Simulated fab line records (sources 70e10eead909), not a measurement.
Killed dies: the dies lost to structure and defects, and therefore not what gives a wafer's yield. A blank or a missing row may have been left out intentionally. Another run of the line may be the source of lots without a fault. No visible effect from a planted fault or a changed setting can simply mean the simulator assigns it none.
Which tool is to blame? || flow nand harc || 30 wafers sampled from 10 lots at 1 step of a route of 1302

## WHAT THE GAUGES READ, wafer by wafer
NHARC_THIN_TSV_CD_MEAS_12: the cd target is 1000 nm.
{"lot": "L172", "measured": "day 23 12:10", "on": "cd sem-02", "cd nm (nm)": "998.7 1001.8 1001.9"}
{"lot": "L175", "measured": "day 24 14:22", "on": "cd sem-02", "cd nm (nm)": "1001.0 1000.1 998.5"}
{"lot": "L180", "measured": "day 27 12:43", "on": "cd sem-02", "cd nm (nm)": "996.5 998.2 995.7"}
{"lot": "L185", "measured": "day 29 21:56", "on": "cd sem-01", "cd nm (nm)": "999.4 1002.5 999.6"}
{"lot": "L186", "measured": "day 30 12:26", "on": "cd sem-03", "cd nm (nm)": "999.7 999.1 1000.2"}
{"lot": "L191", "measured": "day 30 21:14", "on": "cd sem-02", "cd nm (nm)": "1001.4 1001.2 1002.7"}
{"lot": "L189", "measured": "day 30 22:27", "on": "cd sem-03", "cd nm (nm)": "1000.4 1000.6 1000.2"}
{"lot": "L190", "measured": "day 31 15:03", "on": "cd sem-02", "cd nm (nm)": "999.7 1001.0 999.4"}
{"lot": "L192", "measured": "day 32 02:37", "on": "cd sem-02", "cd nm (nm)": "1002.7 1001.7 1002.3"}
{"lot": "L193", "measured": "day 32 13:32", "on": "cd sem-02", "cd nm (nm)": "998.6 1000.9 1000.8"}

## EACH LOT AND THE TOOL THAT RAN IT (in order: tool; ch and the chambers of the sampled wafers; start)
Record: no process step prior to these readings.

## THE ANSWER, worked out from the rows above alone
Rule: the lots themselves supply what counts as usual. The widest of any qualifying gaps counts: lots, ordered by their means at a reading, are off when they make up no more than a third of the lots, leave a main group of 4 or more, and stand apart from it by 3 or more times the standard deviation of that group's means. Not used: any main group whose means are identical at the precision the tables above print for the reading. A lot without any number at a reading at which 4 lots or more have one is off too. The other lots that the step has rows for count as sound.
Off at NHARC_THIN_TSV_CD_MEAS_12 (cd nm): L180. For the main group the mean is 1000.6 nm and the standard deviation 0.82.
A tool fits if, at a process step before that reading, it ran every lot that is off, and no sound lot after the first of them. Those tools and the gauges at NHARC_THIN_TSV_CD_MEAS_12 are tried in the same way. None of those tried fits.

## WHAT THE SIMULATOR HAD PUT IN
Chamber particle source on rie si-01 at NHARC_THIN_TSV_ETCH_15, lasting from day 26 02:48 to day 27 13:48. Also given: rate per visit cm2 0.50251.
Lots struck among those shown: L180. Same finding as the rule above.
